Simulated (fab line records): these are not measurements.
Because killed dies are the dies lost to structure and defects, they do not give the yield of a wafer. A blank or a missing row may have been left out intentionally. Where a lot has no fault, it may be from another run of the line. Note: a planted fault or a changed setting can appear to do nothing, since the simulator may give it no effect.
Comparing a struck lot with a sound one || flow nandHarc || 18 out of 1159 route steps
Sound: wafers L413.3, L413.5, L413.6. Struck: wafers L419.1, L419.4. The cause is named last.
For every step that has rows: the tool of each side, followed by ch and its chambers, followed by its first start. Under that, the readings that differ: sound wafers || struck wafers || difference of the means || sigmas: that difference in standard deviations of wafers without a fault.
alike: a reading whose means differ by less than 2 such deviations, as well as words and numbers matching on both sides. not compared: withheld readings; readings where some wafer has no value; bounds like >300 that might hide an equal value; numbers whose values overlap and for which the record gives no deviation.
A row with sigmas, a row that says differs or no value, or rows on one side alone: a step with any of these is where the two part. Non-overlapping numbers with no deviation appear without sigmas and do not part them. Lack of a reading on every wafer of one side parts them only where that side has two or more wafers.

first, 1 step without rows for these wafers: NHARC_A_BONDPAD_HARDBAKE_10 (time 65 s).
NHARC_A_BONDPAD_DESCUM_11: chemistry O2, time 3 s.
  sound on rieDiel-11 ch 0,1, day 18 06:49; struck on rieDiel-11 ch 0,3, day 19 07:39
  alike: drypumpMotorCurrentA, mfcArSccm, oesProductAu, rfVppV, showerheadPlenumPTorr, throttleValvePct
  not compared: rfHoursCounterH
then, 1 step without rows for these wafers: NHARC_A_BONDPAD_ETCH_34 (etches the open film in N2/H2, target depth 60 nm, overetch 18 nm, time 65.91 s).
NHARC_A_BONDPAD_ETCH_12: etches the open film in CHF3/O2, target depth 220 nm, time 110 s.
  sound on rieDiel-11 ch 1,2; struck on rieDiel-11 ch 1,2
  alike: chf3FlowSccm, drypumpMotorCurrentA, mfcArSccm, oesProductAu, rfFwdPowerW, rfVppV, showerheadPlenumPTorr, throttleValvePct
  not compared: rfHoursCounterH
NHARC_A_BONDPAD_CD_MEAS_13:
  sound on cdSem-02, day 18 07:08; struck on cdSem-03, day 19 07:58
  alike: cdNm
then, 3 steps without rows for these wafers: NHARC_A_BONDPAD_STRIP_15 (strips in O2); NHARC_A_BONDPAD_ETCH_24 (etches the open film in CF4/N2, target depth 30 nm, time 72.99 s); NHARC_A_BONDPAD_STRIP_16 (strips in post etch residue remover, time 600 s).
NHARC_A_BONDPAD_DEGAS_25: time 60 s.
  sound on pvdSputter-02, day 18 07:46; struck on pvdSputter-01, day 19 08:38
  alike: heaterPowerW
then, 1 step without rows for these wafers: NHARC_A_BONDPAD_PRE_CLEAN_26 (time 30 s).
NHARC_A_BONDPAD_PVD_17: deposits TaN, target thk 5 nm, time 8.06 s.
  sound on pvdSputter-02; struck on pvdSputter-01
  alike: throttleValvePct
NHARC_A_BONDPAD_PVD_27: deposits Cu, target thk 30 nm, time 20.49 s.
  sound on pvdSputter-02; struck on pvdSputter-01
  alike: throttleValvePct
NHARC_A_BONDPAD_ECD_18: material Cu, target thk 400 nm.
  sound on ecdCu-01 ch 0,1, day 18 08:13; struck on ecdCu-01 ch 0, day 19 09:06
then, 2 steps without rows for these wafers: NHARC_A_BONDPAD_ANNEAL_28 (time 90 s); NHARC_A_BONDPAD_CMP_19 (polishes, t overpolish 30 s, cu recess touch 16 s, target thk 169.8 nm).
NHARC_A_BONDPAD_THK_MEAS_20: measures by xrf.
  sound on filmMetro-01, day 18 09:10; struck on filmMetro-01, day 19 10:06
  alike: thkNm
then, 1 step without rows for these wafers: NHARC_A_BONDPAD_SRD_21 (time 30 s, dry time 20 s).
NHARC_END_SORT_01:
  sound on prober-01 ch 0, day 20 08:46; struck on prober-01 ch 0, day 20 22:45
{"reading": "hold", "sound": "- - -", "struck": "awaitDispo/4.1h/release awaitDispo/4.1h/release", "difference": "no value on the sound wafers", "sigmas": ""}
{"reading": "defectLimitedYield (%)", "sound": "97.2 97.2 97.5", "struck": "58.1 56.3", "difference": -40.1, "sigmas": -31}
{"reading": "killedAtArray", "sound": "16 14 14", "struck": "282 290", "difference": "+271", "sigmas": "+32"}
{"reading": "killedDies", "sound": "19 19 17", "struck": "284 296", "difference": "+272", "sigmas": "+32"}
{"reading": "sort_bin_2_pct (%)", "sound": "1.2 0.9 1.0", "struck": "14.0 16.4", "difference": "+14.2", "sigmas": "+25"}
{"reading": "sort_bin_3_pct (%)", "sound": "0 0.15 0.15", "struck": "2.81 2.36", "difference": "+2.48", "sigmas": "+14"}
{"reading": "sort_bin_4_pct (%)", "sound": "1.6 1.8 1.3", "struck": "25.1 25.0", "difference": "+23.5", "sigmas": "+28"}
{"reading": "sortNPass", "sound": "658 658 660", "struck": "393 381", "difference": -272, "sigmas": -32}
{"reading": "sortRimYieldPct (%)", "sound": "97.2 96.2 96.2", "struck": "55.7 48.1", "difference": -44.6, "sigmas": -19}
{"reading": "sortYieldPct (%)", "sound": "97.2 97.2 97.5", "struck": "58.1 56.3", "difference": -40.1, "sigmas": -31}
  alike: killedAtOther, killedAtPeriphery, killedOpen, killedShort

## WHERE THEY PART
Only at NHARC_END_SORT_01, within this record.

WHY: what the simulator had put in
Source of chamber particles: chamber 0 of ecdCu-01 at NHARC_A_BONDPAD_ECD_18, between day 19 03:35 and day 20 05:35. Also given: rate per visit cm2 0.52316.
